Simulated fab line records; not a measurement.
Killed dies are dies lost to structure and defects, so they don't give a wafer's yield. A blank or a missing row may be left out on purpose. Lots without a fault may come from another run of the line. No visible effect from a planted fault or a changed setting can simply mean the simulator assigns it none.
Split-lot trial :: flow n5 finfet :: route with 1938 steps; 7 lots, 39 wafers read

== ABOUT THE SPLIT ==
At N5_DUMMY_GATE_ETCH_37 (etches SOC in N2/H2, target depth 60 nm, overetch 30 nm), the setting source w was moved away from the recipe's 840 W on 12 of the 39 wafers read, by -17.6% to +6.1%. This setting was run at the recipe's value on the other wafers.

The reading is taken at the split's own step.

== THE READING ==
rf vpp V, in V, at N5_DUMMY_GATE_ETCH_37 (etches SOC in N2/H2, target depth 60 nm, overetch 30 nm). On this fab line, fault-free wafers typically give 524.1 V with a standard deviation of 2.5 V.

wafer: L074.1
tool, chamber at the split: rie diel-06, 3
source w as run, W: 714.1
against the recipe: -15.0%
rf vpp V, V: 553.7
against lot-mates on the recipe: +27.2

wafer: L074.2
tool, chamber at the split: rie diel-06, 0
source w as run, W: 840
against the recipe: recipe
rf vpp V, V: 527.5
against lot-mates on the recipe: -

wafer: L074.3
tool, chamber at the split: rie diel-06, 1
source w as run, W: 714.1
against the recipe: -15.0%
rf vpp V, V: 556.0
against lot-mates on the recipe: +29.5

wafer: L074.4
tool, chamber at the split: rie diel-06, 2
source w as run, W: 714.1
against the recipe: -15.0%
rf vpp V, V: 549.1
against lot-mates on the recipe: +22.6

wafer: L074.5
tool, chamber at the split: rie diel-06, 0
source w as run, W: 840
against the recipe: recipe
rf vpp V, V: 526.5
against lot-mates on the recipe: -

wafer: L074.6
tool, chamber at the split: rie diel-06, 3
source w as run, W: 840
against the recipe: recipe
rf vpp V, V: 525.4
against lot-mates on the recipe: -

wafer: L076.1
tool, chamber at the split: rie diel-03, 2
source w as run, W: 840
against the recipe: recipe
rf vpp V, V: 526.6
against lot-mates on the recipe: -

wafer: L076.2
tool, chamber at the split: rie diel-03, 1
source w as run, W: 840
against the recipe: recipe
rf vpp V, V: 520.7
against lot-mates on the recipe: -

wafer: L076.3
tool, chamber at the split: rie diel-03, 0
source w as run, W: 840
against the recipe: recipe
rf vpp V, V: 524.6
against lot-mates on the recipe: -

wafer: L076.4
tool, chamber at the split: rie diel-03, 3
source w as run, W: 840
against the recipe: recipe
rf vpp V, V: 525.6
against lot-mates on the recipe: -

wafer: L076.5
tool, chamber at the split: rie diel-03, 3
source w as run, W: 840
against the recipe: recipe
rf vpp V, V: 526.4
against lot-mates on the recipe: -

wafer: L076.6
tool, chamber at the split: rie diel-03, 0
source w as run, W: 840
against the recipe: recipe
rf vpp V, V: 523.3
against lot-mates on the recipe: -

wafer: L079.1
tool, chamber at the split: rie diel-01, 1
source w as run, W: 840
against the recipe: recipe
rf vpp V, V: 524.8
against lot-mates on the recipe: -

wafer: L079.2
tool, chamber at the split: rie diel-01, 2
source w as run, W: 840
against the recipe: recipe
rf vpp V, V: 518.6
against lot-mates on the recipe: -

wafer: L079.3
tool, chamber at the split: rie diel-01, 0
source w as run, W: 840
against the recipe: recipe
rf vpp V, V: 523.1
against lot-mates on the recipe: -

wafer: L079.4
tool, chamber at the split: rie diel-01, 3
source w as run, W: 840
against the recipe: recipe
rf vpp V, V: 523.1
against lot-mates on the recipe: -

wafer: L079.5
tool, chamber at the split: rie diel-01, 0
source w as run, W: 840
against the recipe: recipe
rf vpp V, V: 521.6
against lot-mates on the recipe: -

wafer: L079.6
tool, chamber at the split: rie diel-01, 3
source w as run, W: 840
against the recipe: recipe
rf vpp V, V: 522.1
against lot-mates on the recipe: -

wafer: L081.1
tool, chamber at the split: rie diel-06, 3
source w as run, W: 840
against the recipe: recipe
rf vpp V, V: 525.2
against lot-mates on the recipe: -

wafer: L081.3
tool, chamber at the split: rie diel-06, 2
source w as run, W: 840
against the recipe: recipe
rf vpp V, V: 522.6
against lot-mates on the recipe: -

wafer: L081.5
tool, chamber at the split: rie diel-06, 2
source w as run, W: 840
against the recipe: recipe
rf vpp V, V: 521.8
against lot-mates on the recipe: -

wafer: L082.1
tool, chamber at the split: rie diel-01, 0
source w as run, W: 840
against the recipe: recipe
rf vpp V, V: 520.6
against lot-mates on the recipe: -

wafer: L082.2
tool, chamber at the split: rie diel-01, 1
source w as run, W: 691.9
against the recipe: -17.6%
rf vpp V, V: 559.1
against lot-mates on the recipe: +37.9

wafer: L082.3
tool, chamber at the split: rie diel-01, 2
source w as run, W: 691.9
against the recipe: -17.6%
rf vpp V, V: 554.3
against lot-mates on the recipe: +33.1

wafer: L082.4
tool, chamber at the split: rie diel-01, 3
source w as run, W: 691.9
against the recipe: -17.6%
rf vpp V, V: 556.7
against lot-mates on the recipe: +35.5

wafer: L082.5
tool, chamber at the split: rie diel-01, 1
source w as run, W: 840
against the recipe: recipe
rf vpp V, V: 523.5
against lot-mates on the recipe: -

wafer: L082.6
tool, chamber at the split: rie diel-01, 2
source w as run, W: 840
against the recipe: recipe
rf vpp V, V: 519.6
against lot-mates on the recipe: -

wafer: L083.1
tool, chamber at the split: rie diel-06, 3
source w as run, W: 840
against the recipe: recipe
rf vpp V, V: 524.8
against lot-mates on the recipe: -

wafer: L083.2
tool, chamber at the split: rie diel-06, 1
source w as run, W: 840
against the recipe: recipe
rf vpp V, V: 526.1
against lot-mates on the recipe: -

wafer: L083.3
tool, chamber at the split: rie diel-06, 0
source w as run, W: 840
against the recipe: recipe
rf vpp V, V: 526.1
against lot-mates on the recipe: -

wafer: L083.4
tool, chamber at the split: rie diel-06, 2
source w as run, W: 891
against the recipe: +6.1%
rf vpp V, V: 510.6
against lot-mates on the recipe: -15.1

wafer: L083.5
tool, chamber at the split: rie diel-06, 3
source w as run, W: 891
against the recipe: +6.1%
rf vpp V, V: 514.3
against lot-mates on the recipe: -11.4

wafer: L083.6
tool, chamber at the split: rie diel-06, 2
source w as run, W: 891
against the recipe: +6.1%
rf vpp V, V: 512.3
against lot-mates on the recipe: -13.4

wafer: L096.1
tool, chamber at the split: rie diel-03, 3
source w as run, W: 840
against the recipe: recipe
rf vpp V, V: 524.9
against lot-mates on the recipe: -

wafer: L096.2
tool, chamber at the split: rie diel-03, 0
source w as run, W: 840
against the recipe: recipe
rf vpp V, V: 522.9
against lot-mates on the recipe: -

wafer: L096.3
tool, chamber at the split: rie diel-03, 2
source w as run, W: 884.3
against the recipe: +5.3%
rf vpp V, V: 518.7
against lot-mates on the recipe: -6.7

wafer: L096.4
tool, chamber at the split: rie diel-03, 3
source w as run, W: 884.3
against the recipe: +5.3%
rf vpp V, V: 515.2
against lot-mates on the recipe: -10.2

wafer: L096.5
tool, chamber at the split: rie diel-03, 0
source w as run, W: 884.3
against the recipe: +5.3%
rf vpp V, V: 516.1
against lot-mates on the recipe: -9.3

wafer: L096.6
tool, chamber at the split: rie diel-03, 2
source w as run, W: 840
against the recipe: recipe
rf vpp V, V: 528.4
against lot-mates on the recipe: -

THE FIT
A straight line over all 39 wafers: rf vpp V changes by -1.86 V for each +1% of source w; r = -0.98; the points scatter about the line by 2.5 V.
The same after taking each lot's own level away (the mean of its wafers on the recipe; 39 wafers): -1.92 V for each +1%; r = -0.99; scatter 2.1 V.
That fit puts the effect of the largest move of source w on the reading at 34 V.
The span of the lots' own levels, 521.23 to 526.47 V, comes to 2.1 times the standard deviation stated above.
Consequently the slope shifts little with the lot-to-lot level, the two slopes agreeing.
Check: for one of the wafers moved furthest among these (-17.6%), held out of the fit, the line's prediction against its lot-mates is +32.8 V. Against them it came out at +37.9 V.
Tool readings at the split's step, against how far the setting was moved: rf vpp V r = -0.98.

== THE WHOLE CHAIN: every reading that the file lists as answering this split, in the file's order ==
step: N5_DUMMY_GATE_ETCH_37
what it does: etches SOC in N2/H2, target depth 60 nm, overetch 30 nm
reading: rf vpp V
change (the file's fit): -1.91 V for each +1% of the setting
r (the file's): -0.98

step: N5_DUMMY_GATE_ETCH_37
what it does: etches SOC in N2/H2, target depth 60 nm, overetch 30 nm
reading: SiARC_of_DUMMY_GATE_COAT_35.thk nm (the simulator's own value, which no gauge read)
change (the file's fit): -0.0329 nm for each +1% of the setting
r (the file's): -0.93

== THE FILE'S OWN FIT ==
rf vpp V changes by -1.91 V for each +1% of source w, r = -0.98.
